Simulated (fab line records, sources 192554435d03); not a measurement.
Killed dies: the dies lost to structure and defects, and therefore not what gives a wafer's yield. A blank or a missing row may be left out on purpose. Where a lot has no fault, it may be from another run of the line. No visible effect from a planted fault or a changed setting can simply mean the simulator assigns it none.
fab line records	flow n5_finfet
[record] lots = 7	wafers = 21
route steps=1938 shown BEOL_M12@1608 BEOL_M13@1694 BEOL_M15@1776 TV_LITHO@1880
start_h: the number of hours between the record's first day and the start of the first shown wafer of the lot	wait_h: time in hours since the lot's previous step	" the same as in the row above	L1.1+2: one row covering several wafers at once	- no value present, or no start provided	* or withheld: withheld	< > ~ a bound
route shown NAME@n: NAME is a module with steps in the file, n the number in the route of the first one	usual: mean/standard deviation of fault-free wafers	same: alike in all rows	chamber/n: place in a boat	sites: each site's reading	_std_site: standard deviation across them	_edge_site: outer sites' mean less inner sites'	radius_mm: for every site, how far away it sits from the centre of the wafer	mask NAME#n: copy n	behind: the tool/chamber that last shaped the wafer	hold: reason for holding the lot/hours on hold/outcome of the hold	device: the n, p or np transistor that did not switch	end of line: the same wafers' tests at the end of the route	for a step that has no rows: nothing shown but its recipe	killed: not the wafer's yield, but the dies lost to structure and defects at the first sort	map: dies across one wafer; x = killed, . = not, _ = none there
set.NAME: the setting the step ran with; set.NAME@STEP: the setting that earlier step ran with	model.NAME: the simulator's own value behind a step, which no gauge read
lots run with intentionally changed settings; tables by step, rows by wafer
[[steps]]
[step N5_BEOL_M12_EXPOSE_07]
[recipe] mask_id = V11	na = 0.93	source_shape = conventional	sigma_outer = 0.6	polarization = unpolarized	attpsm_phase_deg = 180	dose_mj = 32.5
lot.wafer	tool	chamber	start_h	wait_h	mask	set.dose_mj
L076.2+4+6	krf_scanner-01	0	250.51	-	V11#0	32.5
L082.1+2	krf_scanner-01	0	283.84	-	V11#0	33.37
L082.4	"	0	"	"	V11#0	32.5
L085.2+3+5	krf_scanner-02	0	302.84	-	V11#0	32.5
L090.1+6	krf_scanner-02	0	343.43	-	V11#0	34.23
L090.2	"	0	"	"	V11#0	32.5
L091.1	krf_scanner-02	0	345.42	-	V11#0	30.08
L091.4+5	"	0	"	"	V11#0	32.5
L096.3+5+6	krf_scanner-01	0	373.52	-	V11#0	32.5
L095.4+6	krf_scanner-02	0	383.64	-	V11#0	30.38
L095.5	"	0	"	"	V11#0	32.5
[step N5_BEOL_M12_PEB_08]
[recipe] peb_temp_c = 130	peb_time_s = 90
[step N5_BEOL_M12_DEVELOP_09]
[recipe] develop_time_s = 45	rinse_liquid = diw	dry = air_spin	dev_temp_c = 21
[step N5_BEOL_M12_HARDBAKE_14]
[recipe] temp_c = 130	time_s = 120
[step N5_BEOL_M12_CD_MEAS_10]
[recipe] target_cd_nm = 140	landing_energy_ev = 500	detector = se_inlens	polarity = opening
[usual] cd_nm = 140.7/1.5
lot.wafer	tool	chamber	start_h	wait_h	set.dose_mj@BEOL_M12_EXPOSE_07	cd_nm
L076.2	cd_sem-01	0	250.68	-	32.5	143.0
L076.4	"	0	"	"	32.5	141.4
L076.6	"	0	"	"	32.5	139.7
L082.1	cd_sem-01	0	284.01	-	33.37	144.9
L082.2	"	0	"	"	33.37	144.0
L082.4	"	0	"	"	32.5	143.1
L085.2	cd_sem-03	0	303.01	-	32.5	141.9
L085.3	"	0	"	"	32.5	141.4
L085.5	"	0	"	"	32.5	139.3
L090.1	cd_sem-02	0	343.60	-	34.23	145.4
L090.2	"	0	"	"	32.5	139.7
L090.6	"	0	"	"	34.23	146.2
L091.1	cd_sem-03	0	345.59	-	30.08	129.4
L091.4	"	0	"	"	32.5	140.9
L091.5	"	0	"	"	32.5	139.7
L096.3	cd_sem-02	0	373.68	-	32.5	142.1
L096.5	"	0	"	"	32.5	141.2
L096.6	"	0	"	"	32.5	139.7
L095.4	cd_sem-03	0	383.80	-	30.38	134.7
L095.5	"	0	"	"	32.5	142.2
L095.6	"	0	"	"	30.38	131.4
[step N5_BEOL_M12_STRIP_63]
[recipe] chemistry = N2/H2	power_w = 1000	temp_c = 250	h2_frac = 0.65	overash_fraction = 0.3	pressure_mtorr = 1000	n2_flow_sccm = 1750	h2_flow_sccm = 3250
lot.wafer	tool	chamber	start_h	wait_h	set.h2_flow_sccm
L076.2+6	plasma_asher-01	0	251.06	-	3410
L076.4	"	1	"	"	3250
L082.1+2+4	plasma_asher-01	1,0,1	284.39	-	3250
L085.2+3	plasma_asher-01	0,1	303.41	-	3052
L085.5	"	0	"	"	3250
L090.1+2	plasma_asher-02	1,0	343.98	-	3020
L090.6	"	0	"	"	3250
L091.1+5	plasma_asher-02	0,1	345.96	-	3472
L091.4	"	0	"	"	3250
L096.3+5+6	plasma_asher-01	0,1,0	374.10	-	3250
L095.4+5+6	plasma_asher-02	0,0,1	384.19	-	3250
[step N5_BEOL_M12_STRIP_64]
[recipe] chemistry = N2/H2	power_w = 1000	temp_c = 250	h2_frac = 0.65	overash_fraction = 0.3	pressure_mtorr = withheld	n2_flow_sccm = 1750	h2_flow_sccm = 3250
[step N5_BEOL_M12_STRIP_71]
[recipe] chemistry = post_etch_residue_remover	time_s = 60	temp_c = 25	remover_ph = withheld	remover_water_wt_pct = withheld	remover_fluoride_wt_pct = withheld
[step N5_BEOL_M12_SRD_72]
[recipe] time_s = 30	temp_c = 23	rinse_liquid = diw	dry = n2_spin	spin_rpm = 1500	dry_time_s = 30
[step N5_BEOL_M12_CD_MEAS_17]
[recipe] target_cd_nm = 140	polarity = opening
[usual] cd_nm = 140.9/1.8
lot.wafer	tool	chamber	start_h	wait_h	set.dose_mj@BEOL_M12_EXPOSE_07	cd_nm
L076.2	cd_sem-03	-	251.29	0.0	32.5	143.3
L076.4	"	-	"	"	32.5	142.4
L076.6	"	-	"	"	32.5	140.2
L082.1	cd_sem-03	-	284.59	0.0	33.37	145.8
L082.2	"	-	"	"	33.37	143.3
L082.4	"	-	"	"	32.5	143.9
L085.2	cd_sem-03	-	303.62	0.0	32.5	143.3
L085.3	"	-	"	"	32.5	142.1
L085.5	"	-	"	"	32.5	140.4
L090.1	cd_sem-03	-	344.18	0.0	34.23	145.3
L090.2	"	-	"	"	32.5	139.5
L090.6	"	-	"	"	34.23	147.9
L091.1	cd_sem-01	-	346.17	0.0	30.08	129.8
L091.4	"	-	"	"	32.5	139.7
L091.5	"	-	"	"	32.5	139.6
L096.3	cd_sem-03	-	374.31	0.0	32.5	143.0
L096.5	"	-	"	"	32.5	142.0
L096.6	"	-	"	"	32.5	139.0
L095.4	cd_sem-02	-	384.38	0.0	30.38	135.7
L095.5	"	-	"	"	32.5	142.3
L095.6	"	-	"	"	30.38	131.8
[step N5_BEOL_M12_TRENCH_ETCH_34]
[recipe] chemistry = C4F8/O2/Ar	target = SiOC	target_depth_a = 3189.5	mask_material = SOC	pressure_mtorr = 30	source_w = 3000	bias_w = 700	Ar_flow_sccm = 400	C4F8_flow_sccm = 15	O2_flow_sccm = 8	he_inner_torr = 15	he_outer_torr = 30	time_s = 125.5	ion_energy_ev = 250
lot.wafer	tool	chamber	start_h	wait_h	set.time_s	model.etch.depth_nm
L076.2	rie_diel-03	0	252.18	0.0	152.6	382.9
L076.4	"	1	"	"	125.5	316.7
L076.6	"	0	"	"	152.6	380.3
L082.1	rie_diel-05	2	285.50	0.0	139.5	358
L082.2	"	1	"	"	125.5	317.2
L082.4	"	2	"	"	125.5	320.7
L085.2	rie_diel-05	1	304.52	0.0	125.5	314.3
L085.3	"	2	"	"	125.5	320
L085.5	"	1	"	"	125.5	312.1
L090.1	rie_diel-05	3	345.09	0.0	99.89	256.2
L090.2	"	2	"	"	125.5	314.4
L090.6	"	2	"	"	125.5	314.9
L091.1	rie_diel-04	1	346.96	0.0	125.5	326.2
L091.4	"	0	"	"	137.8	358.2
L091.5	"	3	"	"	125.5	324.5
L096.3	rie_diel-05	3	375.09	0.0	125.5	322.9
L096.5	"	3	"	"	125.5	324.3
L096.6	"	0	"	"	125.5	315.5
L095.4	rie_diel-05	1	385.28	0.0	141.7	363.2
L095.5	"	3	"	"	125.5	324.2
L095.6	"	2	"	"	141.7	355.3
[step N5_BEOL_M12_STRIP_70]
[recipe] chemistry = C4F8/O2/Ar	resist = SiARC	rf_frequency_hz = 6e+07
[step N5_BEOL_M12_OCD_MEAS_35]
[usual] trench_depth_nm = 318/4.7
lot.wafer	tool	chamber	start_h	wait_h	set.time_s@BEOL_M12_TRENCH_ETCH_34	trench_depth_nm
L076.2	ocd-01	-	252.33	0.0	152.6	383
L076.4	"	-	"	"	125.5	317
L076.6	"	-	"	"	152.6	380
L082.1	ocd-01	-	285.65	0.0	139.5	358
L082.2	"	-	"	"	125.5	317
L082.4	"	-	"	"	125.5	321
L085.2	ocd-02	-	304.68	0.0	125.5	315
L085.3	"	-	"	"	125.5	320
L085.5	"	-	"	"	125.5	312
L090.1	ocd-02	-	345.24	0.0	99.89	256
L090.2	"	-	"	"	125.5	315
L090.6	"	-	"	"	125.5	315
L091.1	ocd-01	-	347.12	0.0	125.5	327
L091.4	"	-	"	"	137.8	358
L091.5	"	-	"	"	125.5	325
L096.3	ocd-01	-	375.25	0.0	125.5	322
L096.5	"	-	"	"	125.5	324
L096.6	"	-	"	"	125.5	315
L095.4	ocd-01	-	385.43	0.0	141.7	364
L095.5	"	-	"	"	125.5	325
L095.6	"	-	"	"	141.7	355
[step N5_BEOL_M12_SPUTTER_44]
[recipe] material = Ta	target_thk_a = 100	temp_c = 50	bias_v = 80	power_w = 15000	chamber_pressure_pa = 0.07	time_s = 16.13
lot.wafer	tool	chamber	start_h	wait_h	set.time_s	model.Ta_of_BEOL_M12_SPUTTER_44.thk_nm
L076.2+4	pvd_sputter-02	-	254.66	0.0	17.21	10.8
L076.6	"	-	"	"	16.13	10
L082.1+2+4	pvd_sputter-01	-	291.19	0.0	16.13	10.2
L085.2+5	pvd_sputter-01	-	305.70	0.0	14.98	9.2
L085.3	"	-	"	"	16.13	9.8
L090.1	pvd_sputter-03	-	346.60	0.0	16.13	10.2
L090.2+6	"	-	"	"	14.36	9
L091.1+4+5	pvd_sputter-01	-	349.64	0.0	16.13	10.2
L096.3	pvd_sputter-01	-	375.92	0.0	16.13	10.2
L096.5+6	"	-	"	"	16.13	10
L095.4	pvd_sputter-02	-	389.42	0.0	15.45	9.8
L095.5	"	-	"	"	15.45	9.6
L095.6	"	-	"	"	16.13	10.2
[step N5_BEOL_M12_SPUTTER_45]
[recipe] material = Cu	target_thk_a = 800	temp_c = -20	bias_v = 60	power_w = 26000	chamber_pressure_pa = 0.13	time_s = 13.33
[step N5_BEOL_M12_ECD_47]
[recipe] material = Cu	target_thk_a = 7200
[step N5_BEOL_M12_ANNEAL_48]
[recipe] temp_c = 225	time_s = 90	ambient = N2
[step N5_BEOL_M12_CMP_49]
[recipe] stop_on = SiOC	t_overpolish_s = 20.6	down_force_psi = 1	platen_rpm = 50	clearing_platen_down_force_psi = 1.5	clearing_platen_rpm = 50	post_cmp_clean = cu_alkaline	target_thk_nm = 320	clearing_platen_pad_velocity_m_s = 0.99484	pad_velocity_m_s = 0.99484
lot.wafer	tool	chamber	start_h	wait_h	set.time_s@BEOL_M12_TRENCH_ETCH_34	model.Cu_of_BEOL_M12_ECD_47.thk_nm
L076.2	cmp-02	0	255.49	0.2	152.6	382.6
L076.4	"	2	"	"	125.5	316.2
L076.6	"	0	"	"	152.6	381.6
L082.2	cmp-01	1	291.91	0.2	125.5	319.4
L082.4	"	2	"	"	125.5	323
L082.1	"	0	"	"	139.5	359.8
L085.2	cmp-01	1	306.39	0.3	125.5	319.8
L085.3	"	3	"	"	125.5	323.8
L085.5	"	1	"	"	125.5	316
L090.1	cmp-04	0	347.41	0.3	99.89	254.8
L090.2+6	"	1,0	"	"	125.5	314.6
L091.4	cmp-04	1	350.32	0.2	137.8	358.6
L091.1	"	3	"	"	125.5	327.2
L091.5	"	0	"	"	125.5	323.2
L096.3	cmp-04	1	376.64	0.2	125.5	323.4
L096.6	"	3	"	"	125.5	318.2
L096.5	"	0	"	"	125.5	325
L095.4	cmp-01	3	390.13	0.2	141.7	365
L095.5	"	1	"	"	125.5	327
L095.6	"	2	"	"	141.7	356.4
[step N5_BEOL_M12_THK_MEAS_50]
[recipe] thk_meas_gauge = xrf	reads = Cu_of_BEOL_M12_ECD_47
[usual] M12_THK = 325/5.9
lot.wafer	tool	chamber	start_h	wait_h	set.time_s@BEOL_M12_TRENCH_ETCH_34	M12_THK[nm]
L076.2	film_metro-02	-	255.79	-	152.6	385
L076.4	"	-	"	"	125.5	316
L076.6	"	-	"	"	152.6	384
L082.1	film_metro-01	-	292.21	-	139.5	367
L082.2	"	-	"	"	125.5	326
L082.4	"	-	"	"	125.5	329
L085.2	film_metro-01	-	306.64	-	125.5	329
L085.3	"	-	"	"	125.5	334
L085.5	"	-	"	"	125.5	323
L090.1	film_metro-01	-	347.66	-	99.89	259
L090.2	"	-	"	"	125.5	322
L090.6	"	-	"	"	125.5	321
L091.1	film_metro-01	-	350.59	0.1	125.5	331
L091.4	"	-	"	"	137.8	362
L091.5	"	-	"	"	125.5	327
L096.3	film_metro-02	-	376.86	-	125.5	330
L096.5	"	-	"	"	125.5	330
L096.6	"	-	"	"	125.5	325
L095.4	film_metro-01	-	390.35	-	141.7	377
L095.5	"	-	"	"	125.5	337
L095.6	"	-	"	"	141.7	369
[step N5_BEOL_M12_PRE_CLEAN_52]
[recipe] gas = NH3	time_s = 15	temp_c = withheld	rf_power_w = 300
[step N5_BEOL_M12_DEP_53]
[recipe] material = SiCN	target_thk_a = 300	temp_c = withheld	precursor = 3MS/NH3	pressure_torr = 3	rf_w = 675	time_s = 10.5
[step N5_BEOL_M12_RS_MEAS_54]
[recipe] thk_meas_gauge = four-point-probe	reads = Cu_of_BEOL_M12_ECD_47+Ta_of_BEOL_M12_SPUTTER_44+TaN_of_BEOL_M12_SPUTTER_43
[usual] M12_RS = 0.0601/0.00094
lot.wafer	tool	chamber	start_h	wait_h	set.time_s@BEOL_M12_TRENCH_ETCH_34	M12_RS[ohm/sq]
L076.2	film_metro-01	-	255.92	0.0	152.6	0.0499
L076.4	"	-	"	"	125.5	0.0608
L076.6	"	-	"	"	152.6	0.0501
L082.1	film_metro-02	-	292.33	0.0	139.5	0.0531
L082.2	"	-	"	"	125.5	0.0601
L082.4	"	-	"	"	125.5	0.0594
L085.2	film_metro-02	-	306.80	0.1	125.5	0.0599
L085.3	"	-	"	"	125.5	0.0593
L085.5	"	-	"	"	125.5	0.0608
L090.1	film_metro-01	-	347.79	0.0	99.89	0.0765
L090.2	"	-	"	"	125.5	0.0613
L090.6	"	-	"	"	125.5	0.0614
L091.1	film_metro-02	-	350.72	0.0	125.5	0.0587
L091.4	"	-	"	"	137.8	0.0533
L091.5	"	-	"	"	125.5	0.0595
L096.3	film_metro-02	-	376.98	0.0	125.5	0.0592
L096.5	"	-	"	"	125.5	0.0590
L096.6	"	-	"	"	125.5	0.0604
L095.4	film_metro-01	-	390.48	0.0	141.7	0.0525
L095.5	"	-	"	"	125.5	0.0588
L095.6	"	-	"	"	141.7	0.0538
[step N5_BEOL_M13_ETCH_68]
[recipe] chemistry = N2/H2	target = SOC	mask_material = SiARC	source_w = 3000	bias_w = 350	temp_c = 40	time_s = 355	ion_energy_ev = 200	pressure_mtorr = 30	n2_flow_sccm = 200	h2_flow_sccm = 200
lot.wafer	tool	chamber	start_h	wait_h	set.time_s	model.SiARC_of_BEOL_M13_COAT_66.thk_nm
L076.2+4	rie_diel-06	0	258.17	0.1	355	77.2
L076.6	"	2	"	"	355	77.4
L082.1+4	rie_diel-02	3,1	294.07	0.1	355	77.4
L082.2	"	0	"	"	283.5	83.2
L085.2	rie_diel-01	0	308.83	0.1	327.1	79.8
L085.3	"	2	"	"	355	77.6
L085.5	"	3	"	"	355	78.2
L090.1	rie_diel-02	2	350.52	0.1	276.7	85.4
L090.2	"	0	"	"	355	76.8
L090.6	"	0	"	"	355	77.2
L091.1	rie_diel-06	3	352.68	0.1	420.2	70.8
L091.4	"	3	"	"	420.2	70.6
L091.5	"	2	"	"	355	76.4
L096.3+5	rie_diel-02	1	379.20	0.2	355	77.4
L096.6	"	3	"	"	355	76.4
L095.4	rie_diel-06	0	392.50	0.1	355	78.2
L095.5	"	3	"	"	355	77.2
L095.6	"	1	"	"	425.8	70.8
[step N5_BEOL_M15_COAT_04]
[recipe] spin_rpm = 1704	resist_thk_nm = 800
lot.wafer	tool	chamber	start_h	wait_h	set.spin_rpm	model.coat_of_BEOL_M15_COAT_04.thk_nm
L076.2	litho_track-01	0	-	-	1754	785.2
L076.4	"	0	"	"	1754	783.6
L076.6	"	0	"	"	1754	784.2
L082.1	litho_track-05	0	-	-	1580	826.4
L082.2	"	0	"	"	1704	796.8
L082.4	"	0	"	"	1704	797.6
L085.2	litho_track-05	0	-	-	1641	814.2
L085.3	"	0	"	"	1641	813.2
L085.5	"	0	"	"	1704	799.4
L090.1	litho_track-05	0	-	-	1704	796.2
L090.2	"	0	"	"	1590	825.4
L090.6	"	0	"	"	1704	800
L091.1	litho_track-05	0	-	-	1704	802.4
L091.4	"	0	"	"	1704	803.4
L091.5	"	0	"	"	1704	802.6
L096.3+6	litho_track-02	0	-	-	1704	803
L096.5	"	0	"	"	1704	799.8
L095.4	litho_track-05	0	-	-	1859	761
L095.5	"	0	"	"	1704	795.2
L095.6	"	0	"	"	1859	758.8
[step N5_BEOL_M15_EBR_06]
[recipe] solvent = PGMEA	ebr_width_mm = 1.5
[step N5_BEOL_M15_SOFTBAKE_05]
[recipe] temp_c = 130	time_s = 60
[step N5_BEOL_M15_DESCUM_15]
[recipe] chemistry = O2	time_s = 7.9	source_power_w = 50	bias_power_w = 20	pressure_mtorr = 20	rf_frequency_hz = 2.712e+07	temp_c = 40	o2_flow_sccm = 225
[step N5_BEOL_M15_ETCH_59]
[recipe] chemistry = N2/H2	target = BARC	target_depth_a = 890	overetch_a = 267	time_s = 67.9	ion_energy_ev = 200	pressure_mtorr = 30	source_w = 840	bias_w = 150	n2_flow_sccm = 200	h2_flow_sccm = 200
lot.wafer	tool	chamber	start_h	wait_h	set.spin_rpm@BEOL_M15_COAT_04	model.coat_of_BEOL_M15_COAT_04.thk_nm
L076.2	rie_diel-06	3	268.51	0.0	1754	699.8
L076.4	"	1	"	"	1754	700
L076.6	"	2	"	"	1754	702
L082.1	rie_diel-06	0	304.38	0.0	1580	742.4
L082.2+4	"	1,3	"	"	1704	713.2
L085.2	rie_diel-06	3	327.16	0.0	1641	730
L085.3	"	2	"	"	1641	730.6
L085.5	"	3	"	"	1704	715.2
L090.1	rie_diel-06	3	360.25	0.0	1704	712.2
L090.2	"	1	"	"	1590	742.4
L090.6	"	3	"	"	1704	716
L091.1	rie_diel-01	0	366.22	0.0	1704	721
L091.4	"	2	"	"	1704	720.8
L091.5	"	3	"	"	1704	721.4
L096.3	rie_diel-01	1	388.05	0.0	1704	722.2
L096.5	"	2	"	"	1704	716.2
L096.6	"	1	"	"	1704	722
L095.4	rie_diel-01	0	403.33	0.0	1859	678.2
L095.5	"	3	"	"	1704	713.4
L095.6	"	0	"	"	1859	676
[step N5_BEOL_M15_VIA_ETCH_16]
[recipe] chemistry = C4F8/O2/Ar	target = SiO2	he_inner_torr = 15	he_outer_torr = 30	target_depth_a = 17922	time_s = withheld	ion_energy_ev = 800	pressure_mtorr = 20	source_w = 1905	bias_w = 2040	Ar_flow_sccm = 400	C4F8_flow_sccm = 16	O2_flow_sccm = 12	ends = cleared
lot.wafer	tool	chamber	start_h	wait_h	set.spin_rpm@BEOL_M15_COAT_04	model.coat_of_BEOL_M15_COAT_04.thk_nm
L076.2	rie_diel-06	3	268.56	0.0	1754	316.4
L076.4	"	1	"	"	1754	304
L076.6	"	2	"	"	1754	317.4
L082.1	rie_diel-06	0	304.43	0.0	1580	361.4
L082.2	"	1	"	"	1704	323.8
L082.4	"	3	"	"	1704	326.6
L085.2	rie_diel-06	3	327.22	0.0	1641	345.6
L085.3	"	2	"	"	1641	340
L085.5	"	3	"	"	1704	325.4
L090.1	rie_diel-06	3	360.30	0.0	1704	328.4
L090.2	"	1	"	"	1590	362.2
L090.6	"	3	"	"	1704	322.6
L091.1	rie_diel-01	0	366.27	0.0	1704	336.2
L091.4	"	2	"	"	1704	334.8
L091.5	"	3	"	"	1704	331
L096.3	rie_diel-01	1	388.11	0.0	1704	335.4
L096.5	"	2	"	"	1704	332.2
L096.6	"	1	"	"	1704	343.4
L095.4	rie_diel-01	0	403.38	0.0	1859	290.6
L095.5	"	3	"	"	1704	323.2
L095.6	"	0	"	"	1859	283.4
[step N5_PASSIVATION_PEB_08]
[recipe] peb_temp_c = withheld	peb_time_s = *
lot.wafer	tool	chamber	start_h	wait_h	set.peb_time_s
L076.2+6	litho_track-01	0	280.37	0.0	*
L076.4	"	0	"	"	*
L082.1+2+4	litho_track-01	0	323.27	0.1	*
L085.2+3+5	litho_track-01	0	339.43	0.0	*
L090.1+2+6	litho_track-02	0	373.67	0.1	*
L091.1	litho_track-02	0	374.97	0.1	*
L091.4+5	"	0	"	"	*
L096.3+5+6	litho_track-03	0	400.02	0.0	*
L095.4+5+6	litho_track-03	0	417.75	0.0	*
[step N5_PASSIVATION_DEVELOP_09]
[recipe] develop_time_s = 60	rinse_liquid = diw	dry = air_spin	dev_temp_c = 21
[step N5_PASSIVATION_HARDBAKE_11]
[recipe] temp_c = 130	time_s = 120
[step N5_PASSIVATION_CD_MEAS_10]
[recipe] target_cd_nm = 3000	landing_energy_ev = 500	detector = se_inlens
[usual] cd_nm = 2998.6/2.1
lot.wafer	tool	chamber	start_h	wait_h	set.peb_time_s@PASSIVATION_PEB_08	cd_nm
L076.2	cd_sem-02	0	280.49	-	*	2999.9
L076.4	"	0	"	"	*	2991.0
L076.6	"	0	"	"	*	2999.2
L082.1	cd_sem-03	0	323.39	-	*	3000.3
L082.2	"	0	"	"	*	3000.6
L082.4	"	0	"	"	*	3001.9
L085.2	cd_sem-01	0	339.55	-	*	3000.2
L085.3	"	0	"	"	*	2997.0
L085.5	"	0	"	"	*	3000.0
L090.1	cd_sem-01	0	373.79	-	*	3002.9
L090.2	"	0	"	"	*	3001.8
L090.6	"	0	"	"	*	3003.2
L091.1	cd_sem-01	0	375.08	-	*	2997.3
L091.4	"	0	"	"	*	2991.2
L091.5	"	0	"	"	*	2991.4
L096.3	cd_sem-03	0	400.15	-	*	2998.0
L096.5	"	0	"	"	*	2999.3
L096.6	"	0	"	"	*	2999.0
L095.4	cd_sem-01	0	417.88	-	*	2997.1
L095.5	"	0	"	"	*	3002.1
L095.6	"	0	"	"	*	2997.3
[[key]]
[split] step = N5_BEOL_M12_EXPOSE_07	setting = dose_mj	stated = 32.5	by = wafer
[response] step = N5_BEOL_M12_CD_MEAS_10	reading = cd_nm	change = +1.33	per = 1%	r = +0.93
[response] step = N5_BEOL_M12_CD_MEAS_17	reading = cd_nm	change = +1.26	per = 1%	r = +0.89
[split] step = N5_BEOL_M12_STRIP_63	setting = h2_flow_sccm	stated = 3250	by = wafer
response none clear
[split] step = N5_BEOL_M12_TRENCH_ETCH_34	setting = time_s	stated = 125.5	by = wafer
[response] step = N5_BEOL_M12_TRENCH_ETCH_34	reading = model.etch.depth_nm	change = +3	per = 1%	r = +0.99
[response] step = N5_BEOL_M12_OCD_MEAS_35	reading = trench_depth_nm	change = +2.98	per = 1%	r = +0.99
[response] step = N5_BEOL_M12_CMP_49	reading = model.Cu_of_BEOL_M12_ECD_47.thk_nm	change = +3.02	per = 1%	r = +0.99
[response] step = N5_BEOL_M12_THK_MEAS_50	reading = M12_THK	change = +3.14	per = 1%	r = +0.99
[response] step = N5_BEOL_M12_RS_MEAS_54	reading = M12_RS	change = -0.000589	per = 1%	r = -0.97
[split] step = N5_BEOL_M12_SPUTTER_44	setting = time_s	stated = 16.13	by = wafer
[response] step = N5_BEOL_M12_SPUTTER_44	reading = model.Ta_of_BEOL_M12_SPUTTER_44.thk_nm	change = +0.107	per = 1%	r = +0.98
[split] step = N5_BEOL_M13_ETCH_68	setting = time_s	stated = 355	by = wafer
[response] step = N5_BEOL_M13_ETCH_68	reading = model.SiARC_of_BEOL_M13_COAT_66.thk_nm	change = -0.331	per = 1%	r = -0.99
[split] step = N5_BEOL_M15_COAT_04	setting = spin_rpm	stated = 1704	by = wafer
[response] step = N5_BEOL_M15_COAT_04	reading = model.coat_of_BEOL_M15_COAT_04.thk_nm	change = -3.96	per = 1%	r = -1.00
[response] step = N5_BEOL_M15_ETCH_59	reading = model.coat_of_BEOL_M15_COAT_04.thk_nm	change = -4.06	per = 1%	r = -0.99
[response] step = N5_BEOL_M15_VIA_ETCH_16	reading = model.coat_of_BEOL_M15_COAT_04.thk_nm	change = -4.65	per = 1%	r = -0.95
[split] step = N5_PASSIVATION_PEB_08	setting = peb_time_s	stated = *	by = wafer
[response] step = N5_PASSIVATION_CD_MEAS_10	reading = cd_nm	change = +0.434	per = 1%	r = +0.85
